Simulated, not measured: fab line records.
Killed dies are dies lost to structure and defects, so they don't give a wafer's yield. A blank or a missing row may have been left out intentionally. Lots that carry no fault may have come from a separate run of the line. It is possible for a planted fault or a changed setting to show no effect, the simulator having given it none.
Which of the tools did it? -- flow n5Finfet -- 11 lots with 33 wafers sampled at 5 steps, on a route of 1938 steps

== WHAT THE GAUGES READ, wafer by wafer ==
N5_BEOL_M11_THK_MEAS_01.
lot,measured,on,M11_ILD_THK (nm)
L693,day 10 13:10,filmMetro-01,265 263 268
L695,day 10 17:34,filmMetro-01,274 273 269
L702,day 12 16:36,filmMetro-02,272 263 191
L707,day 13 22:31,filmMetro-01,269 270 271
L706,day 14 01:58,filmMetro-02,268 274 273
L710,day 14 02:56,filmMetro-01,267 265 269
L708,day 14 10:40,filmMetro-02,264 260 270
L714,day 15 13:29,filmMetro-02,266 267 270
L712,day 15 14:02,filmMetro-01,266 261 268
L716,day 16 03:27,filmMetro-02,266 273 274
L715,day 16 04:58,filmMetro-02,263 268 269

== TOOL THAT RAN EACH LOT (tool first, then ch and the chambers of the sampled wafers, then the start) ==
lot,N5_BEOL_M10_CURE_72,N5_BEOL_M10_DEP_56,N5_BEOL_M11_ILD_DEP_00,N5_BEOL_M11_CURE_71
L693,"uvCure-03 ch 1, day 10 08:51","pecvd-02 ch 0,1, day 10 12:26","pecvd-01 ch 0,2, day 10 12:35","uvCure-03 ch 1, day 10 12:44"
L695,"uvCure-02 ch 2, day 10 14:03","pecvd-04 ch 1,2, day 10 16:22","pecvd-01 ch 0,2, day 10 16:31","uvCure-03 ch 2, day 10 17:02"
L702,"uvCure-02 ch 2, day 12 13:38","pecvd-04 ch 0,2, day 12 15:51","pecvd-01 ch 0,2, day 12 16:01","uvCure-01 ch 0, day 12 16:05"
L707,"uvCure-02 ch 2, day 13 18:14","pecvd-01 ch 0,1,2, day 13 21:47","pecvd-02 ch 1,2, day 13 21:55","uvCure-02 ch 0, day 13 22:01"
L706,"uvCure-02 ch 2, day 13 21:01","pecvd-02 ch 0,1,2, day 14 00:13","pecvd-02 ch 1,2, day 14 00:21","uvCure-01 ch 0, day 14 01:17"
L710,"uvCure-02 ch 1, day 13 21:34","pecvd-01 ch 0,1, day 14 01:41","pecvd-02 ch 0,2, day 14 01:49","uvCure-01 ch 0, day 14 02:05"
L708,"uvCure-02 ch 1, day 14 07:08","pecvd-01 ch 0,1,2, day 14 09:41","pecvd-02 ch 0,1,2, day 14 09:50","uvCure-02 ch 0, day 14 10:10"
L714,"uvCure-02 ch 0, day 15 09:17","pecvd-02 ch 1,2, day 15 12:46","pecvd-01 ch 0,1,2, day 15 12:53","uvCure-01 ch 2, day 15 12:58"
L712,"uvCure-01 ch 0, day 15 09:40","pecvd-02 ch 0,1,2, day 15 13:18","pecvd-01 ch 0,1,2, day 15 13:26","uvCure-02 ch 2, day 15 13:31"
L716,"uvCure-01 ch 1, day 16 00:38","pecvd-04 ch 0,1,2, day 16 02:43","pecvd-01 ch 0,1,2, day 16 02:52","uvCure-02 ch 1, day 16 02:56"
L715,"uvCure-01 ch 2, day 16 00:59","pecvd-02 ch 0,1,2, day 16 04:03","pecvd-01 ch 1,2, day 16 04:11","uvCure-02 ch 1, day 16 04:31"
- N5_BEOL_M10_CURE_72: cures SiCOH lowk, time 120 s.
- N5_BEOL_M10_DEP_56: deposits SiCN from 3MS/NH3, target thk 15 nm, time 26.5 s.
- N5_BEOL_M11_ILD_DEP_00: deposits SiCOH lowk from DEMS/porogen, target thk 308.51 nm, time 58 s.
- N5_BEOL_M11_CURE_71: cures SiCOH lowk, time 240 s.

== AS READ BY THE TOOLS THEMSELVES (means over the sampled wafers that have a number; for cases with no such wafer, the mark the record gives instead) ==
N5_BEOL_M10_CURE_72.
lot,tool,lampPowerPct (%),wafer_temp_C_max
L693,uvCure-03,52.30,371.5
L695,uvCure-02,52.38,371.7
L702,uvCure-02,52.34,371.5
L707,uvCure-02,52.34,371.3
L706,uvCure-02,52.29,371.6
L710,uvCure-02,52.31,371.7
L708,uvCure-02,52.33,371.8
L714,uvCure-02,52.31,372.5
L712,uvCure-01,52.30,372.7
L716,uvCure-01,52.28,372.1
L715,uvCure-01,52.31,372.1

N5_BEOL_M10_DEP_56.
lot,tool,showerheadPlenumPTorr (Torr),throttleValvePct (%)
L693,pecvd-02,3.677,8.9
L695,pecvd-04,3.668,9.0
L702,pecvd-04,3.650,9.3
L707,pecvd-01,3.662,9.2
L706,pecvd-02,3.673,9.0
L710,pecvd-01,3.657,9.1
L708,pecvd-01,3.660,9.3
L714,pecvd-02,3.680,8.9
L712,pecvd-02,3.676,9.0
L716,pecvd-04,3.664,9.2
L715,pecvd-02,3.671,9.2

N5_BEOL_M11_ILD_DEP_00.
lot,tool,heaterPowerW (W),runLengthS (s),showerheadPlenumPTorr (Torr),throttleValvePct (%)
L693,pecvd-01,295,100.6,5.736,14.3
L695,pecvd-01,315,101.0,5.730,14.4
L702,pecvd-01,294,94.1,5.738,14.2
L707,pecvd-02,304,100.9,5.743,14.0
L706,pecvd-02,315,100.6,5.755,13.7
L710,pecvd-02,319,100.3,5.764,13.2
L708,pecvd-02,312,100.9,5.746,13.8
L714,pecvd-01,325,100.9,5.745,14.0
L712,pecvd-01,312,101.0,5.737,14.2
L716,pecvd-01,303,100.5,5.735,14.0
L715,pecvd-01,313,101.1,5.739,13.6

N5_BEOL_M11_CURE_71.
lot,tool,lampPowerPct (%),wafer_temp_C_max
L693,uvCure-03,52.28,387.3
L695,uvCure-03,52.30,386.4
L702,uvCure-01,52.34,387.4
L707,uvCure-02,52.28,387.6
L706,uvCure-01,52.27,387.3
L710,uvCure-01,52.34,388.0
L708,uvCure-02,52.29,386.8
L714,uvCure-01,52.26,387.2
L712,uvCure-02,52.32,386.4
L716,uvCure-02,52.34,387.0
L715,uvCure-02,52.34,386.8

== THE ANSWER, worked out from the rows above alone ==
Rule: the usual values come from the lots themselves. The widest of any qualifying gaps counts: lots, ordered by their means at a reading, are off when they make up no more than a third of the lots, leave a main group of 4 or more, and stand apart from it by 3 or more times the standard deviation of that group's means. A main group is skipped when, at the precision printed for the reading in the tables above, its means are all equal. Also off: a lot with no number at a reading for which 4 or more lots have one. All remaining lots with rows at the step are treated as sound. The gauges are gone through in route order, then the tools' own readings, and for those a lot's mean is taken as printed above. The first step at which some lot is off is used, and at that step the reading that is off furthest; a lot without a number counts as furthest.
Off: L702, at N5_BEOL_M11_THK_MEAS_01 (M11_ILD_THK). Mean 268 nm and standard deviation 2.7 in the main group.
A tool fits if, at a process step before that reading, it ran every lot that is off, and no sound lot after the first of them. The gauges at N5_BEOL_M11_THK_MEAS_01 aren't tried: what is off there is off at N5_BEOL_M11_ILD_DEP_00 too, on other tools, and a gauge's error can't cause that. No candidate that was tried fits.

== WHAT THE SIMULATOR HAD INSERTED ==
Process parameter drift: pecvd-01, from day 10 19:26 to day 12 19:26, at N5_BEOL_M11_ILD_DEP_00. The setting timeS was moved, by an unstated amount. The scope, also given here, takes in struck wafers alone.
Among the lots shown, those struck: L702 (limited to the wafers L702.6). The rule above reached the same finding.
